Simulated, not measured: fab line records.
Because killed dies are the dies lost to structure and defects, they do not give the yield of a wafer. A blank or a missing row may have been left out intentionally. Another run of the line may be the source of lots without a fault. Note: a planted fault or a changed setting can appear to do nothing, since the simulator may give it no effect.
fab line records | flow nand-harc
[record] lots = 7 wafers = 21 last-day = 25
route steps=1159 shown A_CONTACT@947 END@1159
lots that met no fault: from a run of the same line without faults
start-h: the number of hours between the record's first day and the start of the first shown wafer of the lot | wait-h: how many hours have passed since the lot's step before this one | " same as the row above | L1.1+2: several wafers, shown together as one row | - no value present, or no start provided | * or withheld: withheld | < > ~ a bound
route shown NAME@n: names a module that has steps shown in the file, with the first one's number in the route | usual: mean/standard deviation taken from wafers without a fault | same: alike in all rows | chamber/n: place in a boat | sites: each site's reading | _std_site: how widely they spread, as a standard deviation | _edge_site: outer sites' mean less inner sites' | radius-mm: how far each site lies from the wafer's centre | mask NAME#n: copy n | behind: the most recent tool/chamber to have shaped the wafer | hold: reason for holding the lot/hours on hold/outcome of the hold | device: the n, p or np transistor that did not switch | end of line: at the end of the route, the tests of the same wafers | where a step has no rows: the recipe by itself | killed: not the wafer's yield, but the dies lost to structure and defects at the first sort | map: a wafer's dies, x killed, . not, _ none there
set.NAME: the setting that was run; set.NAME@STEP: the one run at that earlier step | model.NAME: the simulator's own value behind a step, which no gauge read
certain route steps with their lots: each step a table, each wafer a row
services: from which hour (start-h, from the record's first day; less than 0 if before it) a tool's chamber was out of use, for how many hours, and why
[[steps]]
[step NHARC_A_CONTACT_ETCH_138]
[recipe] source-w = withheld pressure-mtorr = 20 bias-v = 3000 time-s = 132 target-depth-a = 12890 ar-flow-sccm = withheld c4f8-flow-sccm = withheld o2-flow-sccm = withheld chemistry = C4F8/O2/Ar
// columns lot.wafer tool chamber start-h wait-h rf-hours-counter-h
L946.2 har-cap-etch-02 0 388.36 0.1 13
L946.3 " 0 " " -
L946.4 " 1 " " -
L947.2 har-cap-etch-02 1 404.85 0.1 15
L947.3 " 0 " " -
L947.5 " 0 " " -
L954.1 har-cap-etch-03 1 445.52 0.1 100
L954.2 " 0 " " 100
L954.6 " 0 " " -
L953.2 har-cap-etch-02 0 452.31 0.1 22
L953.1 " 1 " " 22
L953.4 " 1 " " -
L955.2 har-cap-etch-01 1 467.37 0.1 65
L955.3 " 1 " " -
L955.5 " 0 " " -
L959.3 har-cap-etch-01 0 480.35 0.1 -
L959.6 " 0 " " -
L959.5 " 1 " " -
L966.2 har-cap-etch-03 0 529.80 0.1 117
L966.4 " 0 " " -
L966.5 " 0 " " -
[step NHARC_A_CONTACT_ETCH_139]
[recipe] source-w = withheld pressure-mtorr = 20 bias-v = 400 time-s = 137 target-depth-a = 5900 ar-flow-sccm = withheld c4f8-flow-sccm = 11.5 o2-flow-sccm = 7.2 chemistry = C4F8/O2/Ar
[step NHARC_A_CONTACT_ETCH_92]
[recipe] target-depth-a = 400 over-etch-frac = 0.5 time-s = 85.7 ion-energy-ev = 120 ch3f-flow-sccm = 50 o2-flow-sccm = 30 ar-flow-sccm = 200 rf-w = 500 bias-w = 100 chemistry = CH3F/O2
[usual] bias-w = 100.0/0.31 drypump-motor-current-A = 5.8/0.44 oes-product-au = 0.95/0.037 rf-vpp-V = 244.7/1.8 showerhead-plenum-p-Torr = 2.48/0.11 throttle-valve-pct = 20.663/0.0092
// columns lot.wafer tool chamber start-h wait-h bias-w drypump-motor-current-A oes-product-au rf-hours-counter-h rf-vpp-V showerhead-plenum-p-Torr throttle-valve-pct
L946.3 rie-diel-06 3 389.00 0.3 100.3 6.3 0.93 43 242.7 2.27 20.653
L946.4 " 0 " " 100.0 5.9 0.90 54 246.0 2.50 20.656
L946.2 " 1 " " 99.6 6.5 0.93 54 247.1 2.56 20.662
L947.2 rie-diel-13 3 405.39 0.4 99.9 5.4 0.99 51 241.1 2.27 20.656
L947.3 " 1 " " 100.3 5.3 1.01 49 243.3 2.32 20.664
L947.5 " 2 " " 100.3 6.5 1.00 - 246.9 2.64 20.649
L954.1 rie-diel-04 3 446.17 0.4 100.5 5.1 0.92 28 242.7 2.33 20.671
L954.2 " 0 " " 100.1 5.9 0.92 27 244.7 2.50 20.659
L954.6 " 3 " " 100.0 5.1 0.92 - 244.9 2.33 20.654
L953.1 rie-diel-04 0 452.88 0.4 99.8 5.8 0.94 28 243.8 2.50 20.680
L953.2 " 1 " " 100.1 5.5 0.93 28 248.0 2.61 20.652
L953.4 " 2 " " 99.8 5.8 0.93 29 244.7 2.42 20.663
L955.3 rie-diel-06 0 467.92 0.3 100.0 5.9 1.01 19 246.1 2.48 20.664
L955.2 " 1 " " 99.8 6.5 0.99 20 244.2 2.54 20.661
L955.5 " 2 " " 100.0 6.4 0.99 - 245.3 2.48 20.670
L959.3 rie-diel-04 1 480.84 0.3 100.3 5.4 1.00 1 246.6 2.61 20.648
L959.6 " 1 " " 99.4 5.4 1.01 - 246.9 2.61 20.653
L959.5 " 2 " " 100.3 5.8 0.99 - 243.7 2.42 20.663
L966.4 rie-diel-13 0 530.33 0.3 100.2 5.6 0.93 28 245.3 2.46 20.666
L966.2 " 2 " " 100.5 6.5 0.92 28 247.2 2.62 20.676
L966.5 " 0 " " 99.9 5.7 0.93 - 244.6 2.46 20.651
[step NHARC_A_CONTACT_ETCH_98]
[recipe] target-depth-a = 200 over-etch-frac = 0.5 time-s = 10 ion-energy-ev = 250 c4f6-flow-sccm = 25 o2-flow-sccm = 20 ar-flow-sccm = 500 rf-w = 600 bias-w = 500 chemistry = C4F6/O2
[usual] bias-w = 500.0/1.7 drypump-motor-current-A = 5.8/0.45 oes-product-au = 0.970/0.027 rf-vpp-V = 547/3.5 showerhead-plenum-p-Torr = 3.95/0.17 throttle-valve-pct = 26.904/0.0085
// columns lot.wafer tool chamber start-h wait-h bias-w drypump-motor-current-A oes-product-au rf-hours-counter-h rf-vpp-V showerhead-plenum-p-Torr throttle-valve-pct
L946.3 rie-diel-06 0 - - 503.0 5.9 0.966 54 548 3.98 26.891
L946.4 " 2 " " 500.4 6.5 0.950 53 550 3.97 26.899
L946.2 " 3 " " 499.4 6.3 0.972 43 540 3.65 26.901
L947.3 rie-diel-13 1 - - 499.9 5.3 1.002 49 542 3.71 26.903
L947.2 " 3 " " 499.2 5.4 0.997 51 541 3.64 26.893
L947.5 " 0 " " 500.7 5.6 1.009 - 547 3.95 26.899
L954.2 rie-diel-04 0 - - 500.6 5.9 0.948 27 550 3.98 26.896
L954.1 " 2 " " 500.8 5.8 0.948 28 544 3.86 26.913
L954.6 " 0 " " 499.2 5.9 0.937 - 547 3.99 26.898
L953.2 rie-diel-04 2 - - 501.7 5.8 0.947 29 545 3.86 26.905
L953.4 " 3 " " 496.7 5.1 0.949 29 545 3.74 26.909
L953.1 " 1 " " 501.1 5.4 0.966 28 551 4.15 26.905
L955.2 rie-diel-06 3 - - 500.1 6.3 1.007 18 554 4.22 26.913
L955.3 " 0 " " 498.5 5.9 1.001 19 547 3.96 26.914
L955.5 " 3 " " 499.9 6.3 1.000 - 553 4.22 26.899
L959.3 rie-diel-04 1 - - 503.3 5.5 1.011 1 550 4.14 26.902
L959.5 " 3 " " 500.5 5.1 0.996 - 543 3.73 26.912
L959.6 " 0 " " 500.5 5.8 0.997 - 549 3.98 26.894
L966.4 rie-diel-13 1 - - 499.6 5.3 0.988 28 539 3.68 26.916
L966.2 " 2 " " 501.2 6.6 0.975 28 552 4.17 26.901
L966.5 " 1 " " 502.6 5.3 0.981 - 542 3.68 26.903
[step NHARC_A_CONTACT_CD_MEAS_15]
[usual] cd-nm = 90.0/0.54
// columns lot.wafer tool chamber start-h wait-h cd-nm
L946.2 cd-sem-02 - 389.22 - 90.1
L946.3 " - " " 91.4
L946.4 " - " " 91.0
L947.2 cd-sem-01 - 405.62 - 89.1
L947.3 " - " " 89.0
L947.5 " - " " 89.5
L954.1 cd-sem-01 - 446.38 - 89.6
L954.2 " - " " 89.9
L954.6 " - " " 89.5
L953.1 cd-sem-02 - 453.10 - 90.0
L953.2 " - " " 89.7
L953.4 " - " " 90.0
L955.2 cd-sem-02 - 468.11 - 90.1
L955.3 " - " " 90.3
L955.5 " - " " 91.1
L959.3 cd-sem-03 - 481.06 - 89.8
L959.5 " - " " 89.0
L959.6 " - " " 89.9
L966.2 cd-sem-01 - 530.57 - 90.4
L966.4 " - " " 90.5
L966.5 " - " " 90.5
[step NHARC_A_CONTACT_STRIP_107]
[recipe] n2-flow-sccm = 150 h2-flow-sccm = 150 ar-flow-sccm = 0 bias-w = 0 chemistry = N2/H2
[step NHARC_A_CONTACT_STRIP_108]
[recipe] cf4-flow-sccm = 100 chf3-flow-sccm = 30 ar-flow-sccm = 0 bias-w = 0 chemistry = CF4/CHF3
[step NHARC_A_CONTACT_STRIP_109]
[recipe] o2-flow-sccm = 400 cos-flow-sccm = 20 ar-flow-sccm = 0 bias-w = 0 chemistry = O2/COS
[step NHARC_A_CONTACT_ETCH_110]
[recipe] target-depth-a = 500 overetch-a = 50 time-s = 27.5 ion-energy-ev = 100 cf4-flow-sccm = 80 o2-flow-sccm = 20 ar-flow-sccm = 0 rf-w = 300 bias-w = 100 chemistry = CF4/O2
[usual] bias-w = 100.0/0.3 cf4-flow-sccm = 80.02/0.24 drypump-motor-current-A = 5.7/0.43 oes-product-au = 1.001/0.0083 rf-vpp-V = 198.0/1.6 showerhead-plenum-p-Torr = 1.35/0.061 throttle-valve-pct = 13.397/0.0083
// columns lot.wafer tool chamber start-h wait-h bias-w cf4-flow-sccm drypump-motor-current-A oes-product-au rf-hours-counter-h rf-vpp-V showerhead-plenum-p-Torr throttle-valve-pct
L946.2 rie-diel-04 2 390.02 0.0 99.8 79.95 5.8 0.998 20 198.0 1.32 13.389
L946.4 " 3 " " 100.0 80.10 5.1 0.994 19 194.5 1.27 13.390
L946.3 " 1 " " 100.1 80.23 5.5 0.996 19 199.6 1.42 13.414
L947.2 rie-diel-13 2 406.03 0.1 99.6 80.12 6.5 1.011 50 200.2 1.43 13.406
L947.3 " 3 " " 99.7 80.02 5.4 1.000 51 194.6 1.23 13.405
L947.5 " 1 " " 100.4 80.13 5.3 1.006 - 196.4 1.26 13.393
L954.2 rie-diel-04 2 446.68 0.1 99.8 80.11 5.8 0.996 28 196.4 1.31 13.399
L954.1 " 3 " " 100.2 80.24 5.1 1.003 28 196.6 1.27 13.391
L954.6 " 0 " " 100.3 80.18 5.8 1.016 - 199.0 1.36 13.398
L953.2 rie-diel-04 3 453.53 0.1 99.8 79.89 5.1 0.993 29 195.5 1.27 13.389
L953.1 " 0 " " 99.6 80.09 5.8 1.003 28 197.6 1.36 13.389
L953.4 " 1 " " 100.5 79.89 5.4 0.993 28 200.5 1.42 13.396
L955.3 rie-diel-13 1 468.44 0.1 100.1 80.02 5.3 1.012 2 196.1 1.25 13.394
L955.2 " 2 " " 100.6 79.57 6.5 1.008 3 198.2 1.43 13.395
L955.5 " 0 " " 99.7 80.03 5.6 1.014 - 198.0 1.34 13.395
L959.3 rie-diel-06 3 481.38 0.1 100.0 79.79 6.3 1.000 22 198.5 1.44 13.408
L959.5 " 2 " " 100.0 79.96 6.5 0.997 - 196.8 1.35 13.421
L959.6 " 3 " " 100.0 79.93 6.3 1.003 - 199.6 1.44 13.388
L966.4 rie-diel-04 1 530.91 0.1 100.0 79.76 5.5 1.001 10 199.1 1.41 13.398
L966.2 " 0 " " 100.3 80.08 5.8 1.008 9 199.2 1.35 13.403
L966.5 " 2 " " 99.8 80.24 5.8 0.991 - 197.1 1.31 13.386
[step NHARC_A_CONTACT_STRIP_26]
[recipe] o2-flow-sccm = 500 ar-flow-sccm = 0 bias-w = 0 chemistry = O2
[step NHARC_A_CONTACT_STRIP_27]
[recipe] time-s = 600 temp-c = 30 chemistry = post-etch-residue-remover
[step NHARC_A_CONTACT_ALD_18]
[recipe] target-thk-a = 30 pulse-time-s = 1 ald-cycles = 150 temp-c = 450 material = TiN
[usual] heater-power-w = 1082/85 precursor-pulse-height-rel = 1.000/0.021
// columns lot.wafer tool chamber start-h wait-h heater-power-w precursor-pulse-height-rel
L946.3 ald-metal-02 1 390.69 - 1141 1.015
L946.4 " 2 " " 1110 0.985
L946.2 " 3 " " 1015 0.996
L947.2 ald-metal-02 3 406.66 - 1029 0.990
L947.3 " 2 " " 1132 1.008
L947.5 " 3 " " 1018 0.965
L954.1 ald-metal-02 1 447.40 - 1137 1.002
L954.2 " 2 " " 1133 0.989
L954.6 " 0 " " 1102 1.007
L953.4 ald-metal-01 1 454.20 - 1220 1.048
L953.2 " 2 " " 1132 0.989
L953.1 " 3 " " 1010 0.976
L955.3 ald-metal-02 0 469.10 - 1086 1.019
L955.2 " 2 " " 1127 1.015
L955.5 " 3 " " 1004 1.029
L959.3 ald-metal-01 2 482.03 - 1088 1.025
L959.5 " 2 " " 1115 0.977
L959.6 " 3 " " 1041 0.971
L966.4 ald-metal-04 1 531.58 - 973 1.012
L966.2 " 3 " " 1019 0.972
L966.5 " 0 " " 1208 1.002
[step NHARC_A_CONTACT_CVD_19]
[recipe] target-thk-a = 3000 temp-c = 300 pressure-torr = 40 wf6-flow-sccm = 40 h2-flow-sccm = 1600 ar-flow-sccm = 1560 time-s = 802 material = W
[usual] chamber-pressure-Torr = 39.99/0.077 heater-power-w = 506/90 throttle-valve-pct = 7.65/0.18
// columns lot.wafer tool chamber start-h wait-h chamber-pressure-Torr heater-power-w throttle-valve-pct
L946.2 cvd-w-01 0 394.94 - 40.03 389 7.44
L946.4 " 1 " " 39.94 658 7.64
L946.3 " 0 " " 39.93 387 7.59
L947.2 cvd-w-02 1 408.14 - 39.86 474 7.77
L947.3 " 1 " " 40.06 469 7.89
L947.5 " 1 " " 39.98 476 7.81
L954.2 cvd-w-01 1 447.59 - 40.08 637 7.82
L954.1 " 0 " " 39.99 399 7.37
L954.6 " 0 " " 40.05 400 7.63
L954.2 cvd-w-01 1 451.64 3.9 39.93 646 7.50
L954.1 " 0 " " 39.89 398 7.44
L954.6 " 0 " " 39.91 395 7.53
L953.2 cvd-w-02 0 454.39 - 40.12 536 7.66
L953.1 " 1 " " 39.95 478 7.97
L953.4 " 1 " " 39.84 476 7.57
L955.2 cvd-w-02 0 475.77 - 40.08 523 7.69
L955.3 " 1 " " 39.97 477 7.59
L955.5 " 1 " " 39.96 468 7.61
L955.2 cvd-w-02 0 476.95 1.1 40.04 523 7.79
L955.3 " 1 " " 39.96 478 7.83
L955.5 " 1 " " 40.06 478 7.82
L959.3 cvd-w-02 0 494.20 - 39.98 525 7.80
L959.5 " 1 " " 39.94 458 7.70
L959.6 " 0 " " 40.14 522 7.99
L959.3 cvd-w-02 0 495.49 1.2 39.90 532 7.80
L959.5 " 1 " " 39.96 473 7.78
L959.6 " 0 " " 40.10 521 7.96
L966.2 cvd-w-02 1 535.67 - 40.05 474 7.60
L966.4 " 1 " " 40.09 465 8.08
L966.5 " 0 " " 40.15 516 7.84
[step NHARC_A_CONTACT_CMP_20]
[recipe] t-overpolish-s = 30 target-thk-nm = 300
[usual] motor-current-A = 12.4/1.6 overpolish-run-s = 30.000/0.0095 time-to-endpoint-s = 60/3.5
// columns lot.wafer tool chamber start-h wait-h motor-current-A overpolish-run-s time-to-endpoint-s
L946.2 cmp-02 2 395.71 0.6 14.2 29.989 57
L946.4 " 3 " " 9.1 30.014 57
L946.3 " 0 " " 13.1 30.003 56
L947.3 cmp-04 1 408.93 0.4 15.1 30.013 63
L947.2 " 2 " " 13.2 30.003 64
L947.5 " 1 " " 14.8 29.993 64
L954.2 cmp-04 2 452.69 0.9 13.7 30.005 125
L954.1 " 3 " " 13.6 30.009 124
L954.6 " 1 " " 14.8 30.006 126
L953.1 cmp-01 0 455.30 0.7 9.3 29.982 56
L953.4 " 1 " " 11.4 30.004 59
L953.2 " 2 " " 13.5 30.010 58
L955.2 cmp-04 2 477.97 0.9 13.3 29.982 123
L955.3 " 1 " " 15.5 30.003 123
L955.5 " 3 " " 13.0 30.003 126
L959.3 cmp-01 2 496.43 0.8 12.5 29.993 112
L959.5 " 0 " " 9.3 29.992 108
L959.6 " 1 " " 11.3 30.001 115
L966.4 cmp-02 0 536.55 0.5 13.1 29.980 58
L966.2 " 1 " " 12.7 29.987 67
L966.5 " 0 " " 13.3 29.998 60
[step NHARC_END_SORT_01]
[recipe] temp-c = 25
[usual] killed-at-array = 26/11 killed-at-other = 0.4/0.78 killed-at-periphery = 3.4/2.4 killed-dies = 29/11 killed-open = 3.1/1.9 killed-short = 1.9/1.4
[same] gross-dies = 677
// columns lot.wafer tool chamber start-h wait-h killed-at-array killed-at-other killed-at-periphery killed-dies killed-open killed-short
L959.3 prober-02 0 583.69 3.1 20 0 4 24 1 2
L959.5 prober-02 0 585.26 3.6 28 1 10 39 6 3
L959.6 prober-02 0 586.04 3.9 34 0 7 41 2 2
// killed by level:class
L959.3 A_CONTACT:chamber-film-flake=9 A_SLIT:chamber-film-flake=4 A_CHANNEL_HOLE_D1:chamber-film-flake=3 P_GATE:chamber-film-flake=2 P_GATE:geometric-particle:open=1 A_ONON_D1:geometric-particle:short=1 A_WL_FILL:geometric-particle:short=1 P_M2:chamber-film-flake=1
L959.5 A_CONTACT:chamber-film-flake=11 A_SLIT:chamber-film-flake=7 P_M2:chamber-film-flake=6 P_GATE:geometric-particle:short=2 A_CHANNEL_FILL_D1:geometric-particle:open=2 A_CONTACT:geometric-particle:open=2 A_STAIRCASE:chamber-film-flake=2 P_CONTACT:geometric-particle:open=1
L959.6 A_SLIT:chamber-film-flake=20 A_CONTACT:chamber-film-flake=6 P_M2:chamber-film-flake=5 A_CHANNEL_HOLE_D1:chamber-film-flake=4 A_WL_FILL:geometric-particle:short=2 P_ZERO_WELL:chamber-film-flake=2 A_ONON_D1:geometric-particle:open=1 A_M0:geometric-particle:open=1
[[services]]
// columns tool chamber start-h hours kind
cmp-04 - 369.78 0.2 repair
cmp-01 - 375.85 4.0 pm
cmp-04 - 380.03 2.5 repair
cvd-w-02 - 383.59 13.0 pm
rie-diel-04 3 397.47 2.3 repair
cmp-04 - 399.01 4.0 pm
cvd-w-02 - 411.72 1.0 repair
rie-diel-06 - 418.27 9.0 pm
cmp-04 - 425.27 0.3 repair
cmp-02 - 426.86 4.0 pm
cmp-04 - 435.83 1.7 repair
ald-metal-01 2 443.66 4.8 repair
rie-diel-13 2 445.58 10.8 repair
rie-diel-13 - 453.25 9.0 pm
ald-metal-01 - 458.00 10.0 pm
ald-metal-02 - 463.01 1.5 repair
rie-diel-04 - 466.30 9.0 pm
cvd-w-01 0 466.33 2.9 repair
cmp-02 - 472.86 0.8 repair
cmp-01 - 473.85 4.0 pm
cvd-w-01 - 476.86 13.0 pm
cmp-02 - 481.11 1.6 repair
cmp-04 - 497.01 4.0 pm
ald-metal-02 3 499.59 21.3 repair
[[key]]
[first-sign] step = NHARC_A_CONTACT_CVD_19 reading = visit direction = added
[effect] step = NHARC_A_CONTACT_CMP_20 reading = time-to-endpoint-s direction = up sigmas = 17 usual = * struck = *
met-at NHARC_A_CONTACT_CVD_19
struck-wafers L954.1,L954.2,L954.6,L955.2,L955.3,L955.5,L959.3,L959.5,L959.6
tester-left-out L954,L955,L959
[fault] kind = repeated-step-whole tool = cvd-w-01,cvd-w-02 chamber = - onset-h = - steps = NHARC_A_CONTACT_CVD_19 times = 1 scope = struck-lots-only
// tester-left-out: of these lots the tester's yield and bins aren't shown, on N5 and GAA mostly nor the transistor test; their killed dies are dies lost to structure and defects alone, not to doping, threshold or leakage, so they don't give the yield
